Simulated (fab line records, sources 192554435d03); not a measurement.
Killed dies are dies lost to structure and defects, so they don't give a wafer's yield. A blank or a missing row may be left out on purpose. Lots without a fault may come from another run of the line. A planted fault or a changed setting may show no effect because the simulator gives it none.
Split-lot experiment | flow n5_finfet | 7 lots, 21 wafers read, on a route of 1938 steps

THE SPLIT
At N5_SD_EPI_P_COAT_34 (time 60 s, resist thk 350 nm), the setting spin_rpm was moved away from the recipe's 1500 rpm on 3 of the 21 wafers read, by -5.5% to +7.8%. The other wafers ran this setting at the recipe's value.

The reading is taken at the split's own step.

THE READING
SOC_of_SD_EPI_P_COAT_34.thk_nm (the simulator's own value, which no gauge read), in nm, at N5_SD_EPI_P_COAT_34 (time 60 s, resist thk 350 nm). The file gives no usual value for it. The 18 wafers here that ran the recipe average 350.2 nm, standard deviation 0.81 nm.

wafer  | tool, chamber at the split | spin_rpm as run, rpm | against the recipe | SOC_of_SD_EPI_P_COAT_34.thk_nm, nm | against lot-mates on the recipe
L077.1 | litho_track-04, 0          | 1500                 | recipe             | 351.2                              | -
L077.2 | litho_track-04, 0          | 1617                 | +7.8%              | 338                                | -13.0
L077.4 | litho_track-04, 0          | 1500                 | recipe             | 350.8                              | -
L082.1 | litho_track-05, 0          | 1500                 | recipe             | 350.6                              | -
L082.4 | litho_track-05, 0          | 1446                 | -3.6%              | 357                                | +6.6
L082.5 | litho_track-05, 0          | 1500                 | recipe             | 350.2                              | -
L085.1 | litho_track-04, 0          | 1500                 | recipe             | 349.4                              | -
L085.3 | litho_track-04, 0          | 1500                 | recipe             | 349.6                              | -
L085.4 | litho_track-04, 0          | 1500                 | recipe             | 349.8                              | -
L086.2 | litho_track-05, 0          | 1500                 | recipe             | 351.8                              | -
L086.5 | litho_track-05, 0          | 1500                 | recipe             | 350.4                              | -
L086.6 | litho_track-05, 0          | 1500                 | recipe             | 350.2                              | -
L089.1 | litho_track-04, 0          | 1500                 | recipe             | 349.6                              | -
L089.3 | litho_track-04, 0          | 1500                 | recipe             | 348.2                              | -
L089.4 | litho_track-04, 0          | 1500                 | recipe             | 349.8                              | -
L092.2 | litho_track-05, 0          | 1500                 | recipe             | 350.2                              | -
L092.4 | litho_track-05, 0          | 1500                 | recipe             | 351                                | -
L092.6 | litho_track-05, 0          | 1500                 | recipe             | 351                                | -
L094.3 | litho_track-04, 0          | 1418                 | -5.5%              | 359                                | +9.4
L094.5 | litho_track-04, 0          | 1500                 | recipe             | 349.8                              | -
L094.6 | litho_track-04, 0          | 1500                 | recipe             | 349.4                              | -

THE FIT
A straight line over all 21 wafers: SOC_of_SD_EPI_P_COAT_34.thk_nm changes by -1.62 nm for each +1% of spin_rpm; r = -0.98; the points scatter about the line by 0.83 nm.
The same after taking each lot's own level away (the mean of its wafers on the recipe; 21 wafers): -1.7 nm for each +1%; r = -0.99; scatter 0.46 nm.
On that fit, the largest move of spin_rpm shifts the reading by 13 nm.
The lots' own levels span 349.20 to 351.00 nm, that is 2.2 times the standard deviation above.
So the lot-to-lot level changes the slope little: the two slopes agree.
Check: with one of the wafers moved furthest among these (+7.8%) left out of the fit, the line predicts -13.7 nm for it against its lot-mates. It came out at -13 nm against them.

OTHER SPLITS ON THESE WAFERS
These wafers also went through other splits before the reading. Each is held against what the fit with the lots' levels taken away leaves over:
other split on the same wafers | wafers away from the commonest value | r with SOC_of_SD_EPI_P_COAT_34.thk_nm (lot level and that fit taken away)
N5_SD_EPI_N_PEB_07 peb_temp_c  | 9                                    | -0.22

THE FILE'S OWN FIT
SOC_of_SD_EPI_P_COAT_34.thk_nm changes by -1.7 nm for each +1% of spin_rpm, r = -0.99.
